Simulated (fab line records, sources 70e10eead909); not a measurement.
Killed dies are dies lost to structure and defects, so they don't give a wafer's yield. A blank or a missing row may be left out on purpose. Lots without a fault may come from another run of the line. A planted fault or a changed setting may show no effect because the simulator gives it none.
A struck lot beside a sound one | flow nand_harc | 39 steps out of a route of 1302
Sound: wafers L381.3, L381.5, L381.6. Struck: wafers L376.3, L376.5, L376.6. The cause comes at the end.
At each step with rows: each side's tool, then ch and its chambers, then its first start. Under that, the readings that differ: sound wafers | struck wafers | difference of the means | sigmas: that difference in standard deviations of wafers without a fault.
alike: readings whose means differ by less than 2 such deviations, and words and numbers that are the same on both sides. not compared: withheld readings, readings that some wafer has no value for, bounds like >300 that may hide the same value, and numbers for which the record gives no deviation and whose values overlap.
The two part at a step that has a row with sigmas, a row that says differs or no value, or rows on one side only. Numbers that don't overlap but have no deviation are shown without sigmas and don't part them. A reading that every wafer of one side lacks parts them only if that side has two wafers or more.

first, 9 steps without rows for these wafers: NHARC_A_CHANNEL_HOLE_D1_DEP_00 (deposits aC, target thk 3100 nm); NHARC_A_CHANNEL_HOLE_D1_DEP_01 (deposits SiON, target thk 140 nm); NHARC_A_CHANNEL_HOLE_D1_DEHYDRATE_02 (time 120 s); NHARC_A_CHANNEL_HOLE_D1_HMDS_03 (time 30 s); NHARC_A_CHANNEL_HOLE_D1_COAT_36 (time 75 s); NHARC_A_CHANNEL_HOLE_D1_COAT_37 (time 65 s); NHARC_A_CHANNEL_HOLE_D1_COAT_04 (resist thk 90 nm); NHARC_A_CHANNEL_HOLE_D1_SOFTBAKE_05 (time 55 s); NHARC_A_CHANNEL_HOLE_D1_EBR_06.
NHARC_A_CHANNEL_HOLE_D1_EXPOSE_07: exposes mask HOLE D1, target cd 100 nm.
  sound on arfi_scanner-01 ch 0, day 17 00:24; struck on arfi_scanner-02 ch 0, day 14 13:49
  reading              | sound             | struck            | difference | sigmas
  exposure_dose_mJ_cm2 | 59.62 59.70 59.64 | 51.84 51.87 51.83 | -7.81      | -99 or more
  alike: mask, stage_vel_mm_s
then, 2 steps without rows for these wafers: NHARC_A_CHANNEL_HOLE_D1_PEB_08 (peb time 65 s); NHARC_A_CHANNEL_HOLE_D1_DEVELOP_09 (develop time 35 s).
NHARC_A_CHANNEL_HOLE_D1_CD_MEAS_10: target cd 100 nm.
  sound on cd_sem-03 ch 0, day 17 00:32; struck on cd_sem-03 ch 0, day 14 13:57
  reading    | sound          | struck         | difference | sigmas
  cd_nm (nm) | 99.7 99.3 98.7 | 93.8 93.4 92.9 | -5.9       | -10
NHARC_A_CHANNEL_HOLE_D1_DESCUM_15: chemistry O2, time 3 s.
  sound on rie_diel-09 ch 1,2, day 17 00:44; struck on rie_diel-08 ch 0,1,3, day 14 14:37
  reading                            | sound             | struck            | difference | sigmas
  model.A_CHANNEL_HOLE_D1.cd_nm (nm) | 99.75 99.08 98.45 | 94.24 93.44 93.51 | -5.36      |
  alike: drypump_motor_current_A, mfc_ar_sccm, oes_product_au, rf_vpp_V, showerhead_plenum_p_Torr, throttle_valve_pct
  not compared: rf_hours_counter_h
then, 4 steps without rows for these wafers: NHARC_A_CHANNEL_HOLE_D1_ETCH_38 (etches the open film in CF4, target depth 39 nm, time 65 s); NHARC_A_CHANNEL_HOLE_D1_ETCH_39 (etches the open film in N2/H2, target depth 260 nm, time 325 s); NHARC_A_CHANNEL_HOLE_D1_ETCH_34 (etches the open film in CF4/CHF3, target depth 154 nm, time 77 s); NHARC_A_CHANNEL_HOLE_D1_ETCH_16 (etches the open film in O2/COS, target depth 3100 nm, time 806 s).
NHARC_A_CHANNEL_HOLE_D1_CD_MEAS_18:
  sound on cd_sem-02, day 17 01:50; struck on cd_sem-01, day 14 16:46
  reading    | sound           | struck         | difference | sigmas
  cd_nm (nm) | 99.7 96.1 101.1 | 94.2 93.1 92.4 | -5.7       | -2
then, 12 steps without rows for these wafers: NHARC_A_CHANNEL_HOLE_D1_ETCH_19 (etches the open film in C4F8/O2/Ar, time 34.5 s); NHARC_A_CHANNEL_HOLE_D1_ETCH_20 (etches the open film in C4F8/O2/Ar, time 361.9 s, target depth 1600 nm); NHARC_A_CHANNEL_HOLE_D1_ETCH_21 (etches the open film in C4F8/O2/Ar, time 514.3 s, target depth 1600 nm); NHARC_A_CHANNEL_HOLE_D1_ETCH_22 (etches the open film in C4F8/O2/Ar, time 666.7 s, target depth 1600 nm); NHARC_A_CHANNEL_HOLE_D1_ETCH_23 (etches the open film in C4F8/O2/Ar, time 819 s, target depth 1600 nm); NHARC_A_CHANNEL_HOLE_D1_ETCH_24 (etches the open film in C4F8/O2/Ar, time 906.2 s, target depth 1500 nm); NHARC_A_CHANNEL_HOLE_D1_ETCH_25 (etches the open film in C4F8/O2/Ar, time 1040.2 s, target depth 1500 nm); NHARC_A_CHANNEL_HOLE_D1_ETCH_26 (etches the open film in C4F8/O2/Ar, time 224.1 s, target depth 300 nm); NHARC_A_CHANNEL_HOLE_D1_ETCH_33 (etches the open film in C4F8/O2/Ar, time 90 s, target depth 400 nm); NHARC_A_CHANNEL_HOLE_D1_STRIP_41 (strips in N2/H2); NHARC_A_CHANNEL_HOLE_D1_STRIP_42 (strips in CF4/CHF3); NHARC_A_CHANNEL_HOLE_D1_STRIP_43 (strips in O2/COS).
NHARC_A_CHANNEL_HOLE_D1_ETCH_44: etches the open film in CF4/O2, target depth 140 nm, overetch 14 nm, time 77 s.
  sound on rie_diel-09 ch 0,1,3, day 17 14:46; struck on rie_diel-08 ch 1,2,3, day 14 22:20
  reading                            | sound             | struck            | difference | sigmas
  oes_product_au (a.u.)              | 0.978 0.992 0.989 | 1.013 1.001 1.014 | +0.023     | +2
  model.A_CHANNEL_HOLE_D1.cd_nm (nm) | 88.51 88.56 88.35 | 81.79 82.82 82.97 | -5.95      |
  alike: drypump_motor_current_A, mfc_ar_sccm, rf_vpp_V, showerhead_plenum_p_Torr, throttle_valve_pct
  not compared: rf_hours_counter_h
then, 3 steps without rows for these wafers: NHARC_A_CHANNEL_HOLE_D1_STRIP_27 (strips in O2); NHARC_A_CHANNEL_HOLE_D1_PRECLEAN_28 (cleans in SC1); NHARC_A_CHANNEL_HOLE_D1_SRD_29.
NHARC_A_CHANNEL_HOLE_D1_CD_MEAS_30:
  sound on cd_sem-03, day 17 15:32; struck on cd_sem-03, day 14 23:14
  reading    | sound          | struck         | difference | sigmas
  cd_nm (nm) | 89.0 87.6 88.8 | 82.1 83.2 82.9 | -5.7       | -5
NHARC_A_CHANNEL_HOLE_D1_XSEM_31:
  sound on xsem-01 ch 0, day 17 15:38; struck on xsem-02 ch 0, day 14 23:20
  reading        | sound          | struck         | difference | sigmas
  bot_cd_nm (nm) | 73.4 72.6 73.2 | 66.8 67.9 67.3 | -5.7       | -4
  alike: bow_nm, tilt_deg
-- the record jumps here: 15 days lie between the struck wafers' starts before and after (it left off in module A_CHANNEL_HOLE_D1 and takes up again in module END, whose first step shown is number 1301 of the route) --
NHARC_END_WLT_00:
  sound on prober-02, day 32 22:26; struck on prober-02, day 30 02:41
  reading                           | sound             | struck            | difference | sigmas
  VT_DECK1_BOTTOM                   | 0.872 0.874 0.876 | 0.855 0.849 0.852 | -0.022     | -4
  VT_DECK1_BOTTOM_INNER             | 0.872 0.869 0.879 | 0.849 0.859 0.849 | -0.021     | -3
  VT_DECK1_MEDIAN_NEAR_BOTTOM       | 0.879 0.874 0.874 | 0.849 0.851 0.851 | -0.025     | -4
  VT_DECK1_MEDIAN_NEAR_BOTTOM_INNER | 0.871 0.875 0.878 | 0.857 0.849 0.855 | -0.021     | -3
  VT_DECK1_MIDDLE                   | 0.889 0.890 0.891 | 0.875 0.863 0.873 | -0.020     | -3
  VT_DECK1_MIDDLE_INNER             | 0.893 0.884 0.881 | 0.867 0.876 0.865 | -0.017     | -2
  VT_DECK1_TOP                      | 0.908 0.908 0.892 | 0.884 0.890 0.881 | -0.018     | -3
  VT_DECK1_TOP_INNER                | 0.911 0.903 0.898 | 0.887 0.884 0.886 | -0.018     | -3
  alike: VT_DECK2_BOTTOM, VT_DECK2_BOTTOM_INNER, VT_DECK2_MEDIAN_NEAR_BOTTOM, VT_DECK2_MEDIAN_NEAR_BOTTOM_INNER, VT_DECK2_MIDDLE, VT_DECK2_MIDDLE_INNER, VT_DECK2_TOP, VT_DECK2_TOP_INNER
NHARC_END_SORT_01:
  the record has rows for the struck wafers here (prober-02 ch 0, day 30 07:58) and none for the sound ones

WHERE THEY PART
First at NHARC_A_CHANNEL_HOLE_D1_EXPOSE_07; last, within this record, at NHARC_END_SORT_01.

WHY: what the simulator had put in
Process parameter drift: arfi_scanner-02, from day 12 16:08 on, at NHARC_A_CHANNEL_HOLE_D1_EXPOSE_07. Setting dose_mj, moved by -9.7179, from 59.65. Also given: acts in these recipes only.
